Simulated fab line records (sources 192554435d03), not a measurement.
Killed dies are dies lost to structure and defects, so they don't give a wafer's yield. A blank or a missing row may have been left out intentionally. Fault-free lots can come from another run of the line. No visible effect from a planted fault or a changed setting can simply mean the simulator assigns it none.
fab line records + flow n5Finfet + part 1 of 2: steps 1 to 4 of 6
record:
- lots: 24
- wafers: 72
- lastDay: 18
route steps=1938 shown GATE_CUT@499 MOL_CONTACT_COAG@554
lots that met no fault: from a run of the same line without faults
startH: start of the lot's first displayed wafer, in hours after the record's first day + waitH: how many hours have passed since the lot's step before this one + " the same as in the row above + L1.1+2: several wafers, shown together as one row + - no value present, or no start provided + * or withheld: withheld + < > ~ a bound
route shown NAME@n: NAME is a module with steps in the file, n the number in the route of the first one + usual: mean/standard deviation of fault-free wafers + same: alike in all rows + chamber/n: place in a boat + sites: per-site readings + _std_site: their standard deviation + _edge_site: inner sites' mean taken away from outer sites' mean + radiusMm: how far each site lies from the wafer's centre + mask NAME#n: copy n + behind: tool/chamber where the wafer was last shaped + hold: why the lot was held/for how many hours/how that ended + device: transistor that didn't switch, given as n, p or np + end of line: tests run on the same wafers once the route is complete + a step without rows: its recipe alone + killed: not the wafer's yield, but the dies lost to structure and defects at the first sort + map: dies across one wafer; x = killed, . = not, _ = none there
set.NAME: setting as actually run; set.NAME@STEP: the setting as run at that earlier step + model.NAME: the simulator's own value behind a step, which no gauge read
steps of the route over a sample of lots; a table a step, a row a wafer
services: a tool's chamber out of use, with start hour (startH, from the record's first day; less than 0 if before it), hours out, and reason
== steps ==
step: N5_GATE_CUT_ETCH_19
recipe:
- chemistry: CH3F/O2
- target: SiNx
- maskMaterial: SiO2
- targetDepthA: 537
- timeS: 76.7
- pressureMtorr: 30
- sourceW: 395
- biasW: 73
- Ar_flow_sccm: 150
- CH3F_flow_sccm: 30
- O2_flow_sccm: 20
- ionEnergyEv: 120
- ends: cleared
usual:
- O2_flow_sccm: 20.00/0.062
- drypumpMotorCurrentA: 5.9/0.55
- etchRfOnTimeS: 77.3/1.8
- oes_ar_750_au: 0.76/0.079
- oesProductAu: 0.65/0.07
- rfVppV: 301/4.2
- showerheadPlenumPTorr: 2.02/0.058
- throttleValvePct: 16.41/0.22
| lot.wafer | tool       | chamber | startH | waitH | O2_flow_sccm | drypumpMotorCurrentA | etchRfOnTimeS | oes_ar_750_au | oesProductAu | rfHoursCounterH | rfVppV | showerheadPlenumPTorr | throttleValvePct |
|-----------|------------|---------|--------|-------|--------------|----------------------|---------------|---------------|--------------|-----------------|--------|-----------------------|------------------|
| L074.1    | rieDiel-05 | 3       | 83.35  | 0.0   | 20.03        | 5.8                  | 77.8          | 0.73          | 0.63         | 145             | 301    | 2.09                  | 16.63            |
| L074.3    | "          | 0       | "      | "     | 20.08        | 6.6                  | 77.7          | 0.78          | 0.67         | 124             | 303    | 1.95                  | 16.11            |
| L074.4    | "          | 1       | "      | "     | 20.00        | 5.3                  | 77.1          | 0.70          | 0.61         | 215             | 309    | 2.07                  | 16.52            |
| L075.1    | rieDiel-02 | 0       | 92.59  | 0.0   | 20.05        | 5.2                  | 77.7          | 0.73          | 0.62         | 201             | 301    | 2.06                  | 16.39            |
| L075.4    | "          | 2       | "      | "     | 20.00        | 5.9                  | 78.9          | 0.72          | 0.61         | 212             | 293    | 1.92                  | 16.40            |
| L075.6    | "          | 1       | "      | "     | 19.96        | 6.3                  | 75.8          | 0.84          | 0.74         | -               | 301    | 2.04                  | 15.92            |
| L076.4    | rieDiel-03 | 2       | 93.57  | 0.0   | 19.96        | 6.0                  | 79.8          | 0.70          | 0.59         | 238             | 298    | 2.08                  | 16.81            |
| L076.5    | "          | 2       | "      | "     | 19.99        | 6.0                  | 80.2          | 0.70          | 0.58         | -               | 297    | 2.08                  | 16.81            |
| L076.6    | "          | 1       | "      | "     | 20.10        | 5.3                  | 73.4          | 0.78          | 0.66         | -               | 301    | 2.01                  | 16.66            |
| L077.3    | rieDiel-05 | 3       | 101.20 | 0.0   | 19.96        | 5.9                  | 78.6          | 0.73          | 0.62         | 149             | 301    | 2.09                  | 16.62            |
| L077.5    | "          | 1       | "      | "     | 19.97        | 5.3                  | 77.7          | 0.69          | 0.61         | -               | 310    | 2.07                  | 16.56            |
| L077.6    | "          | 0       | "      | "     | 19.97        | 6.6                  | 78.4          | 0.77          | 0.66         | -               | 303    | 1.95                  | 16.15            |
| L078.1    | rieDiel-05 | 2       | 110.35 | 0.0   | 19.93        | 6.7                  | 77.4          | 0.76          | 0.65         | 134             | 299    | 2.00                  | 16.27            |
| L078.2    | "          | 0       | "      | "     | 20.03        | 6.6                  | 76.4          | 0.77          | 0.67         | 132             | 305    | 1.95                  | 16.13            |
| L078.3    | "          | 3       | "      | "     | 19.98        | 5.8                  | 76.8          | 0.72          | 0.63         | 152             | 299    | 2.09                  | 16.63            |
| L079.2    | rieDiel-05 | 1       | 123.22 | 0.0   | 19.93        | 5.3                  | 76.6          | 0.69          | 0.60         | 227             | 308    | 2.06                  | 16.57            |
| L079.4    | "          | 1       | "      | "     | 19.91        | 5.3                  | 77.2          | 0.69          | 0.60         | -               | 309    | 2.06                  | 16.55            |
| L079.5    | "          | 2       | "      | "     | 19.99        | 6.6                  | 77.5          | 0.76          | 0.66         | -               | 300    | 2.00                  | 16.26            |
| L080.1    | rieDiel-02 | 0       | 125.52 | 0.0   | 19.94        | 5.2                  | 77.8          | 0.71          | 0.61         | 212             | 301    | 2.06                  | 16.39            |
| L080.4    | "          | 3       | "      | "     | 19.98        | 6.2                  | 77.5          | 0.70          | 0.60         | 213             | 300    | 2.06                  | 16.34            |
| L080.5    | "          | 0       | "      | "     | 20.05        | 5.2                  | 77.6          | 0.72          | 0.62         | -               | 300    | 2.06                  | 16.40            |
| L081.1    | rieDiel-02 | 2       | 131.38 | 0.0   | 20.00        | 5.9                  | 79.1          | 0.71          | 0.60         | 224             | 292    | 1.92                  | 16.41            |
| L081.2    | "          | 3       | "      | "     | 20.02        | 6.2                  | 77.9          | 0.70          | 0.59         | 214             | 299    | 2.07                  | 16.34            |
| L081.6    | "          | 3       | "      | "     | 20.01        | 6.2                  | 77.6          | 0.70          | 0.59         | -               | 299    | 2.06                  | 16.33            |
| L082.1    | rieDiel-02 | 0       | 131.80 | 0.0   | 20.06        | 5.2                  | 78.8          | 0.71          | 0.60         | 214             | 300    | 2.06                  | 16.38            |
| L082.3    | "          | 1       | "      | "     | 19.92        | 6.3                  | 77.4          | 0.84          | 0.71         | 49              | 302    | 2.03                  | 15.91            |
| L082.4    | "          | 3       | "      | "     | 19.89        | 6.2                  | 78.3          | 0.69          | 0.59         | 214             | 299    | 2.06                  | 16.34            |
| L083.3    | rieDiel-03 | 3       | 139.72 | 0.0   | 19.93        | 4.8                  | 77.9          | 0.76          | 0.63         | 158             | 304    | 2.12                  | 16.55            |
| L083.5    | "          | 1       | "      | "     | 20.13        | 5.3                  | 72.3          | 0.76          | 0.65         | -               | 300    | 2.00                  | 16.71            |
| L083.6    | "          | 3       | "      | "     | 19.89        | 4.8                  | 78.3          | 0.76          | 0.62         | -               | 306    | 2.12                  | 16.56            |
| L084.1    | rieDiel-02 | 1       | 147.32 | 0.0   | 20.06        | 6.3                  | 77.1          | 0.83          | 0.71         | 53              | 301    | 2.03                  | 15.94            |
| L084.2    | "          | 0       | "      | "     | 19.97        | 5.2                  | 78.8          | 0.71          | 0.61         | 217             | 301    | 2.06                  | 16.42            |
| L084.5    | "          | 2       | "      | "     | 19.97        | 5.9                  | 78.8          | 0.71          | 0.60         | -               | 293    | 1.92                  | 16.42            |
| L085.2    | rieDiel-02 | 0       | 152.25 | 0.0   | 19.91        | 5.2                  | 78.8          | 0.71          | 0.60         | 220             | 299    | 2.06                  | 16.42            |
| L085.4    | "          | 1       | "      | "     | 20.00        | 6.3                  | 76.9          | 0.83          | 0.71         | 55              | 303    | 2.03                  | 15.93            |
| L085.6    | "          | 1       | "      | "     | 19.98        | 6.3                  | 76.7          | 0.82          | 0.70         | -               | 301    | 2.03                  | 15.94            |
| L086.3    | rieDiel-05 | 3       | 155.39 | 0.0   | 19.98        | 5.9                  | 77.8          | 0.72          | 0.61         | 162             | 299    | 2.08                  | 16.64            |
| L086.4    | "          | 1       | "      | "     | 20.02        | 5.3                  | 77.6          | 0.69          | 0.60         | 239             | 309    | 2.06                  | 16.56            |
| L086.6    | "          | 1       | "      | "     | 20.08        | 5.3                  | 78.0          | 0.69          | 0.59         | -               | 310    | 2.06                  | 16.58            |
| L087.2    | rieDiel-02 | 3       | 167.36 | 0.0   | 19.98        | 6.2                  | 78.9          | 0.69          | 0.58         | 225             | 299    | 2.06                  | 16.36            |
| L087.4    | "          | 0       | "      | "     | 19.97        | 5.2                  | 79.2          | 0.71          | 0.60         | 225             | 301    | 2.06                  | 16.42            |
| L087.6    | "          | 2       | "      | "     | 20.03        | 5.9                  | 79.3          | 0.70          | 0.59         | -               | 293    | 1.91                  | 16.41            |
| L088.2    | rieDiel-03 | 3       | 169.12 | 0.0   | 20.01        | 4.8                  | 77.1          | 0.74          | 0.63         | 171             | 304    | 2.11                  | 16.54            |
| L088.4    | "          | 1       | "      | "     | 19.97        | 5.4                  | 72.9          | 0.76          | 0.64         | -               | 301    | 2.00                  | 16.73            |
| L088.6    | "          | 0       | "      | "     | 20.03        | 5.9                  | 75.5          | 0.97          | 0.82         | -               | 297    | 1.97                  | 16.36            |
| L089.1    | rieDiel-03 | 1       | 176.41 | 0.0   | 20.00        | 5.3                  | 73.5          | 0.76          | 0.63         | 177             | 299    | 2.00                  | 16.72            |
| L089.3    | "          | 3       | "      | "     | 19.95        | 4.8                  | 77.2          | 0.75          | 0.63         | 173             | 304    | 2.11                  | 16.58            |
| L089.6    | "          | 0       | "      | "     | 19.99        | 6.0                  | 75.3          | 0.97          | 0.82         | -               | 298    | 1.97                  | 16.37            |
| L090.2    | rieDiel-05 | 0       | 178.55 | 0.0   | 19.88        | 6.6                  | 78.6          | 0.76          | 0.64         | 152             | 302    | 1.94                  | 16.17            |
| L090.3    | "          | 3       | "      | "     | 19.97        | 5.8                  | 78.4          | 0.71          | 0.60         | 167             | 300    | 2.08                  | 16.67            |
| L090.5    | "          | 1       | "      | "     | 19.92        | 5.3                  | 77.7          | 0.69          | 0.59         | -               | 308    | 2.06                  | 16.58            |
| L091.3    | rieDiel-05 | 3       | 185.80 | 0.0   | 19.97        | 5.8                  | 78.9          | 0.71          | 0.61         | 169             | 299    | 2.08                  | 16.66            |
| L091.4    | "          | 0       | "      | "     | 19.95        | 6.6                  | 78.0          | 0.75          | 0.64         | 154             | 303    | 1.94                  | 16.15            |
| L091.6    | "          | 1       | "      | "     | 20.06        | 5.3                  | 77.7          | 0.69          | 0.58         | -               | 309    | 2.06                  | 16.58            |
| L092.2    | rieDiel-03 | 3       | 192.25 | 0.0   | 20.12        | 4.8                  | 77.8          | 0.74          | 0.62         | 178             | 306    | 2.11                  | 16.59            |
| L092.3    | "          | 1       | "      | "     | 20.08        | 5.4                  | 72.4          | 0.75          | 0.64         | 182             | 301    | 1.99                  | 16.75            |
| L092.5    | "          | 0       | "      | "     | 20.04        | 5.9                  | 75.2          | 0.94          | 0.81         | -               | 297    | 1.96                  | 16.39            |
| L093.2    | rieDiel-02 | 0       | 199.93 | 0.0   | 20.04        | 5.2                  | 78.4          | 0.70          | 0.59         | 235             | 300    | 2.05                  | 16.44            |
| L093.5    | "          | 0       | "      | "     | 20.08        | 5.2                  | 78.3          | 0.70          | 0.59         | -               | 301    | 2.05                  | 16.43            |
| L093.6    | "          | 3       | "      | "     | 20.05        | 6.3                  | 77.8          | 0.68          | 0.58         | -               | 299    | 2.06                  | 16.38            |
| L094.2    | rieDiel-03 | 3       | 205.31 | 0.0   | 19.94        | 4.8                  | 78.5          | 0.74          | 0.61         | 182             | 305    | 2.11                  | 16.59            |
| L094.4    | "          | 2       | "      | "     | 20.03        | 6.0                  | 76.6          | 0.96          | 0.83         | 11              | 298    | 2.07                  | 16.35            |
| L094.5    | "          | 2       | "      | "     | 20.02        | 6.0                  | 77.4          | 0.97          | 0.81         | -               | 296    | 2.07                  | 16.35            |
| L095.1    | rieDiel-05 | 0       | 215.81 | 0.0   | 19.99        | 6.6                  | 79.0          | 0.74          | 0.63         | 165             | 303    | 1.94                  | 16.19            |
| L095.2    | "          | 2       | "      | "     | 20.07        | 6.6                  | 77.5          | 0.74          | 0.63         | 168             | 298    | 1.99                  | 16.35            |
| L095.3    | "          | 3       | "      | "     | 20.08        | 5.8                  | 78.7          | 0.70          | 0.59         | 181             | 301    | 2.08                  | 16.69            |
| L096.3    | rieDiel-03 | 1       | 217.47 | 0.0   | 19.97        | 5.3                  | 72.8          | 0.74          | 0.63         | 191             | 300    | 1.99                  | 16.74            |
| L096.5    | "          | 2       | "      | "     | 19.96        | 6.0                  | 75.1          | 0.95          | 0.82         | -               | 298    | 2.06                  | 16.36            |
| L096.6    | "          | 1       | "      | "     | 20.04        | 5.3                  | 73.0          | 0.74          | 0.63         | -               | 300    | 1.99                  | 16.75            |
| L097.1    | rieDiel-05 | 1       | 221.43 | 0.0   | 19.99        | 5.3                  | 75.1          | 0.96          | 0.85         | 1               | 308    | 2.06                  | 16.20            |
| L097.3    | "          | 0       | "      | "     | 20.05        | 6.6                  | 79.2          | 0.75          | 0.63         | 167             | 304    | 1.94                  | 16.19            |
| L097.4    | "          | 2       | "      | "     | 20.01        | 6.6                  | 77.6          | 0.73          | 0.63         | 170             | 298    | 1.99                  | 16.34            |
step: N5_GATE_CUT_VAPOR_ETCH_48
recipe:
- chemistry: BCl3/Cl2
- target: TiN
- mode: isotropic
usual:
- drypumpMotorCurrentA: 5.8/0.38
- oesProductAu: 0.76/0.097
| lot.wafer | tool        | chamber | startH | waitH | drypumpMotorCurrentA | oesProductAu |
|-----------|-------------|---------|--------|-------|----------------------|--------------|
| L074.1    | rieMetal-03 | 0       | 83.64  | 0.0   | 5.5                  | 0.74         |
| L074.3    | "           | 1       | "      | "     | 5.8                  | 0.82         |
| L074.4    | "           | 0       | "      | "     | 5.5                  | 0.75         |
| L075.1    | rieMetal-01 | 0       | 92.87  | 0.0   | 5.8                  | 0.78         |
| L075.4    | "           | 0       | "      | "     | 5.8                  | 0.77         |
| L075.6    | "           | 0       | "      | "     | 5.8                  | 0.79         |
| L076.4    | rieMetal-02 | 0       | 93.87  | 0.0   | 6.6                  | 0.92         |
| L076.5    | "           | 0       | "      | "     | 6.6                  | 0.93         |
| L076.6    | "           | 1       | "      | "     | 5.4                  | 0.66         |
| L077.3    | rieMetal-02 | 0       | 101.50 | 0.0   | 6.6                  | 0.91         |
| L077.5    | "           | 1       | "      | "     | 5.4                  | 0.66         |
| L077.6    | "           | 0       | "      | "     | 6.6                  | 0.91         |
| L078.1    | rieMetal-02 | 1       | 110.64 | 0.0   | 5.4                  | 0.66         |
| L078.2    | "           | 0       | "      | "     | 6.7                  | 0.92         |
| L078.3    | "           | 1       | "      | "     | 5.4                  | 0.66         |
| L079.2    | rieMetal-03 | 0       | 123.51 | 0.0   | 5.6                  | 0.75         |
| L079.4    | "           | 0       | "      | "     | 5.5                  | 0.74         |
| L079.5    | "           | 0       | "      | "     | 5.6                  | 0.74         |
| L080.1    | rieMetal-01 | 0       | 125.81 | 0.0   | 5.8                  | 0.76         |
| L080.4    | "           | 0       | "      | "     | 5.9                  | 0.77         |
| L080.5    | "           | 0       | "      | "     | 5.8                  | 0.77         |
| L081.1    | rieMetal-02 | 0       | 131.73 | 0.0   | 6.7                  | 0.91         |
| L081.2    | "           | 1       | "      | "     | 5.4                  | 0.65         |
| L081.6    | "           | 0       | "      | "     | 6.7                  | 0.92         |
| L082.1    | rieMetal-01 | 1       | 132.09 | 0.0   | 5.4                  | 0.56         |
| L082.3    | "           | 0       | "      | "     | 5.8                  | 0.77         |
| L082.4    | "           | 1       | "      | "     | 5.4                  | 0.57         |
| L083.3    | rieMetal-01 | 1       | 140.02 | 0.0   | 5.4                  | 0.57         |
| L083.5    | "           | 1       | "      | "     | 5.4                  | 0.58         |
| L083.6    | "           | 0       | "      | "     | 5.8                  | 0.77         |
| L084.1    | rieMetal-01 | 0       | 147.61 | 0.0   | 5.8                  | 0.77         |
| L084.2    | "           | 1       | "      | "     | 5.4                  | 0.57         |
| L084.5    | "           | 0       | "      | "     | 5.8                  | 0.77         |
| L085.2    | rieMetal-03 | 0       | 152.60 | 0.0   | 5.5                  | 0.75         |
| L085.4    | "           | 0       | "      | "     | 5.5                  | 0.74         |
| L085.6    | "           | 0       | "      | "     | 5.5                  | 0.74         |
| L086.3    | rieMetal-03 | 1       | 156.00 | 0.1   | 5.8                  | 0.80         |
| L086.4    | "           | 1       | "      | "     | 5.9                  | 0.80         |
| L086.6    | "           | 1       | "      | "     | 5.8                  | 0.80         |
| L087.2    | rieMetal-02 | 1       | 167.65 | 0.0   | 5.4                  | 0.66         |
| L087.4    | "           | 0       | "      | "     | 6.6                  | 0.89         |
| L087.6    | "           | 1       | "      | "     | 5.4                  | 0.65         |
| L088.2    | rieMetal-03 | 1       | 169.60 | 0.1   | 5.8                  | 0.81         |
| L088.4    | "           | 1       | "      | "     | 5.8                  | 0.80         |
| L088.6    | "           | 1       | "      | "     | 5.9                  | 0.80         |
| L089.1    | rieMetal-01 | 0       | 176.88 | 0.1   | 5.8                  | 0.76         |
| L089.3    | "           | 0       | "      | "     | 5.8                  | 0.76         |
| L089.6    | "           | 0       | "      | "     | 5.8                  | 0.75         |
| L090.2    | rieMetal-01 | 0       | 179.03 | 0.1   | 5.8                  | 0.75         |
| L090.3    | "           | 0       | "      | "     | 5.8                  | 0.76         |
| L090.5    | "           | 0       | "      | "     | 5.9                  | 0.76         |
| L091.3    | rieMetal-02 | 1       | 186.10 | 0.0   | 5.4                  | 0.65         |
| L091.4    | "           | 0       | "      | "     | 6.6                  | 0.88         |
| L091.6    | "           | 1       | "      | "     | 5.4                  | 0.64         |
| L092.2    | rieMetal-03 | 0       | 192.54 | 0.0   | 5.5                  | 0.73         |
| L092.3    | "           | 0       | "      | "     | 5.5                  | 0.73         |
| L092.5    | "           | 1       | "      | "     | 5.9                  | 0.79         |
| L093.2    | rieMetal-03 | 1       | 200.21 | 0.0   | 5.9                  | 0.80         |
| L093.5    | "           | 0       | "      | "     | 5.5                  | 0.74         |
| L093.6    | "           | 1       | "      | "     | 5.9                  | 0.80         |
| L094.2    | rieMetal-03 | 1       | 205.59 | 0.0   | 5.9                  | 0.79         |
| L094.4    | "           | 0       | "      | "     | 5.5                  | 0.73         |
| L094.5    | "           | 0       | "      | "     | 5.5                  | 0.73         |
| L095.1    | rieMetal-03 | 1       | 216.10 | 0.0   | 5.9                  | 0.79         |
| L095.2    | "           | 0       | "      | "     | 5.5                  | 0.73         |
| L095.3    | "           | 0       | "      | "     | 5.5                  | 0.72         |
| L096.3    | rieMetal-03 | 0       | 217.77 | 0.0   | 5.5                  | 0.72         |
| L096.5    | "           | 1       | "      | "     | 5.9                  | 0.79         |
| L096.6    | "           | 0       | "      | "     | 5.5                  | 0.73         |
| L097.1    | rieMetal-01 | 0       | 221.72 | 0.0   | 5.8                  | 0.74         |
| L097.3    | "           | 0       | "      | "     | 5.8                  | 0.74         |
| L097.4    | "           | 1       | "      | "     | 5.4                  | 1.00         |
step: N5_GATE_CUT_CMP_43
recipe:
- material: SiO2
- postCmpClean: rinseOnly
usual:
- motorCurrentA: 11.5/1.2
- slurryFilterDpKPa: 13.49/0.14
| lot.wafer | tool   | chamber | startH | waitH | motorCurrentA | slurryFilterDpKPa |
|-----------|--------|---------|--------|-------|---------------|-------------------|
| L074.3    | cmp-01 | 0       | 85.72  | 0.0   | 11.8          | 13.49             |
| L074.1    | "      | 1       | "      | "     | 9.8           | 13.61             |
| L074.4    | "      | 2       | "      | "     | 12.0          | 13.78             |
| L075.4    | cmp-03 | 1       | 94.95  | 0.0   | 11.0          | 13.58             |
| L075.1    | "      | 2       | "      | "     | 11.3          | 13.53             |
| L075.6    | "      | 1       | "      | "     | 11.5          | 13.42             |
| L076.4    | cmp-02 | 3       | 96.65  | 0.3   | 10.8          | 13.21             |
| L076.6    | "      | 0       | "      | "     | 12.5          | 13.44             |
| L076.5    | "      | 1       | "      | "     | 13.8          | 13.31             |
| L077.3    | cmp-01 | 3       | 103.81 | 0.3   | 9.5           | 13.68             |
| L077.6    | "      | 0       | "      | "     | 11.7          | 13.44             |
| L077.5    | "      | 1       | "      | "     | 10.1          | 13.59             |
| L078.2    | cmp-01 | 1       | 113.01 | 0.0   | 9.9           | 13.77             |
| L078.3    | "      | 3       | "      | "     | 10.1          | 13.81             |
| L078.1    | "      | 0       | "      | "     | 12.8          | 13.21             |
| L079.2    | cmp-02 | 2       | 126.06 | 0.3   | 10.2          | 13.80             |
| L079.4    | "      | 3       | "      | "     | 11.5          | 13.28             |
| L079.5    | "      | 1       | "      | "     | 13.1          | 13.62             |
| L080.4    | cmp-02 | 0       | 128.06 | 0.2   | 13.2          | 13.45             |
| L080.1    | "      | 1       | "      | "     | 13.1          | 13.57             |
| L080.5    | "      | 3       | "      | "     | 11.2          | 13.52             |
| L081.2    | cmp-01 | 1       | 134.08 | 0.0   | 9.9           | 13.50             |
| L081.1    | "      | 2       | "      | "     | 11.8          | 13.34             |
| L081.6    | "      | 2       | "      | "     | 12.4          | 13.30             |
| L082.4    | cmp-03 | 3       | 134.57 | 0.0   | 11.8          | 13.60             |
| L082.1    | "      | 0       | "      | "     | 10.3          | 13.63             |
| L082.3    | "      | 1       | "      | "     | 11.1          | 13.31             |
| L083.3    | cmp-03 | 2       | 142.08 | 0.0   | 11.1          | 13.42             |
| L083.5    | "      | 2       | "      | "     | 11.1          | 13.63             |
| L083.6    | "      | 3       | "      | "     | 12.4          | 13.71             |
| L084.2    | cmp-02 | 3       | 149.77 | 0.1   | 11.6          | 13.53             |
| L084.1    | "      | 0       | "      | "     | 12.4          | 13.28             |
| L084.5    | "      | 3       | "      | "     | 10.7          | 13.40             |
| L085.4    | cmp-01 | 1       | 154.90 | 0.1   | 10.0          | 13.47             |
| L085.2    | "      | 2       | "      | "     | 12.3          | 13.48             |
| L085.6    | "      | 0       | "      | "     | 12.8          | 13.60             |
| L086.4    | cmp-02 | 3       | 158.38 | 0.1   | 10.8          | 13.56             |
| L086.3    | "      | 0       | "      | "     | 12.1          | 13.40             |
| L086.6    | "      | 3       | "      | "     | 11.2          | 13.57             |
| L087.4    | cmp-02 | 1       | 169.81 | 0.1   | 13.2          | 13.68             |
| L087.2    | "      | 2       | "      | "     | 10.5          | 13.50             |
| L087.6    | "      | 1       | "      | "     | 14.0          | 13.45             |
| L088.2    | cmp-01 | 3       | 171.85 | 0.1   | 9.8           | 13.25             |
| L088.4    | "      | 0       | "      | "     | 12.8          | 13.19             |
| L088.6    | "      | 3       | "      | "     | 9.8           | 13.24             |
| L089.3    | cmp-03 | 0       | 179.05 | 0.0   | 9.7           | 13.59             |
| L089.1    | "      | 1       | "      | "     | 11.8          | 13.60             |
| L089.6    | "      | 0       | "      | "     | 9.8           | 13.51             |
| L090.3    | cmp-02 | 0       | 181.26 | 0.1   | 13.3          | 13.37             |
| L090.2    | "      | 1       | "      | "     | 12.9          | 13.46             |
| L090.5    | "      | 3       | "      | "     | 11.1          | 13.36             |
| L091.3    | cmp-01 | 2       | 188.22 | 0.0   | 12.5          | 13.45             |
| L091.4    | "      | 3       | "      | "     | 9.4           | 13.59             |
| L091.6    | "      | 3       | "      | "     | 9.8           | 13.38             |
| L092.2    | cmp-02 | 1       | 194.76 | 0.0   | 13.0          | 13.53             |
| L092.3    | "      | 0       | "      | "     | 13.3          | 13.38             |
| L092.5    | "      | 1       | "      | "     | 13.1          | 13.67             |
| L093.2    | cmp-03 | 0       | 202.69 | 0.1   | 10.6          | 13.60             |
| L093.5    | "      | 3       | "      | "     | 12.8          | 13.40             |
| L093.6    | "      | 0       | "      | "     | 10.5          | 13.23             |
| L094.4    | cmp-01 | 0       | 207.75 | 0.1   | 12.6          | 13.48             |
| L094.2    | "      | 1       | "      | "     | 10.0          | 13.59             |
| L094.5    | "      | 3       | "      | "     | 10.1          | 13.77             |
| L095.1    | cmp-01 | 0       | 218.18 | 0.0   | 13.1          | 13.43             |
| L095.3    | "      | 1       | "      | "     | 9.7           | 13.42             |
| L095.2    | "      | 2       | "      | "     | 11.9          | 13.50             |
| L096.3    | cmp-03 | 2       | 220.10 | 0.2   | 11.7          | 13.53             |
| L096.6    | "      | 0       | "      | "     | 10.1          | 13.49             |
| L096.5    | "      | 1       | "      | "     | 12.0          | 13.57             |
| L097.3    | cmp-03 | 2       | 223.88 | 0.1   | 11.3          | 13.46             |
| L097.4    | "      | 3       | "      | "     | 12.4          | 13.60             |
| L097.1    | "      | 0       | "      | "     | 10.6          | 13.25             |
step: N5_GATE_CUT_INSPECT_26
recipe:
- inspectInstrument: darkfield
- mode: postCmp
usual:
- rawDefectCount: 34/13
| lot.wafer | tool             | chamber | startH | waitH | rawDefectCount |
|-----------|------------------|---------|--------|-------|----------------|
| L074.1    | defectInspect-02 | -       | 86.43  | 0.0   | 23             |
| L074.3    | "                | -       | "      | "     | 30             |
| L074.4    | "                | -       | "      | "     | 13             |
| L075.1    | defectInspect-01 | -       | 95.66  | 0.0   | 41             |
| L075.4    | "                | -       | "      | "     | 26             |
| L075.6    | "                | -       | "      | "     | 37             |
| L076.4    | defectInspect-02 | -       | 97.13  | 0.0   | 27             |
| L076.5    | "                | -       | "      | "     | 42             |
| L076.6    | "                | -       | "      | "     | 37             |
| L077.3    | defectInspect-02 | -       | 104.28 | 0.0   | 18             |
| L077.5    | "                | -       | "      | "     | 21             |
| L077.6    | "                | -       | "      | "     | 24             |
| L078.1    | defectInspect-01 | -       | 113.72 | 0.0   | 32             |
| L078.2    | "                | -       | "      | "     | 30             |
| L078.3    | "                | -       | "      | "     | 21             |
| L079.2    | defectInspect-02 | -       | 126.61 | 0.0   | 32             |
| L079.4    | "                | -       | "      | "     | 32             |
| L079.5    | "                | -       | "      | "     | 9              |
| L080.1    | defectInspect-02 | -       | 128.69 | 0.0   | 19             |
| L080.4    | "                | -       | "      | "     | 24             |
| L080.5    | "                | -       | "      | "     | 52             |
| L081.1    | defectInspect-02 | -       | 134.79 | 0.0   | 34             |
| L081.2    | "                | -       | "      | "     | 61             |
| L081.6    | "                | -       | "      | "     | 30             |
| L082.1    | defectInspect-01 | -       | 135.28 | 0.0   | 29             |
| L082.3    | "                | -       | "      | "     | 24             |
| L082.4    | "                | -       | "      | "     | 32             |
| L083.3    | defectInspect-02 | -       | 142.80 | 0.0   | 45             |
| L083.5    | "                | -       | "      | "     | 33             |
| L083.6    | "                | -       | "      | "     | 25             |
| L084.1    | defectInspect-01 | -       | 150.40 | 0.0   | 52             |
| L084.2    | "                | -       | "      | "     | 22             |
| L084.5    | "                | -       | "      | "     | 41             |
| L085.2    | defectInspect-01 | -       | 155.54 | 0.0   | 50             |
| L085.4    | "                | -       | "      | "     | 25             |
| L085.6    | "                | -       | "      | "     | 40             |
| L086.3    | defectInspect-01 | -       | 159.01 | 0.0   | 47             |
| L086.4    | "                | -       | "      | "     | 60             |
| L086.6    | "                | -       | "      | "     | 41             |
| L087.2    | defectInspect-02 | -       | 170.44 | 0.0   | 37             |
| L087.4    | "                | -       | "      | "     | 34             |
| L087.6    | "                | -       | "      | "     | 21             |
| L088.2    | defectInspect-02 | -       | 172.48 | 0.0   | 35             |
| L088.4    | "                | -       | "      | "     | 61             |
| L088.6    | "                | -       | "      | "     | 25             |
| L089.1    | defectInspect-02 | -       | 179.76 | 0.0   | 34             |
| L089.3    | "                | -       | "      | "     | 30             |
| L089.6    | "                | -       | "      | "     | 43             |
| L090.2    | defectInspect-02 | -       | 181.90 | 0.0   | 34             |
| L090.3    | "                | -       | "      | "     | 61             |
| L090.5    | "                | -       | "      | "     | 29             |
| L091.3    | defectInspect-02 | -       | 188.93 | 0.0   | 43             |
| L091.4    | "                | -       | "      | "     | 34             |
| L091.6    | "                | -       | "      | "     | 38             |
| L092.2    | defectInspect-02 | -       | 195.48 | 0.0   | 35             |
| L092.3    | "                | -       | "      | "     | 41             |
| L092.5    | "                | -       | "      | "     | 39             |
| L093.2    | defectInspect-01 | -       | 203.32 | 0.0   | 31             |
| L093.5    | "                | -       | "      | "     | 47             |
| L093.6    | "                | -       | "      | "     | 51             |
| L094.2    | defectInspect-02 | -       | 208.38 | 0.0   | 52             |
| L094.4    | "                | -       | "      | "     | 40             |
| L094.5    | "                | -       | "      | "     | 44             |
| L095.1    | defectInspect-02 | -       | 218.90 | 0.0   | 28             |
| L095.2    | "                | -       | "      | "     | 43             |
| L095.3    | "                | -       | "      | "     | 49             |
| L096.3    | defectInspect-02 | -       | 220.66 | 0.0   | 27             |
| L096.5    | "                | -       | "      | "     | 26             |
| L096.6    | "                | -       | "      | "     | 31             |
| L097.1    | defectInspect-02 | -       | 224.51 | 0.0   | 62             |
| L097.3    | "                | -       | "      | "     | 30             |
| L097.4    | "                | -       | "      | "     | 51             |
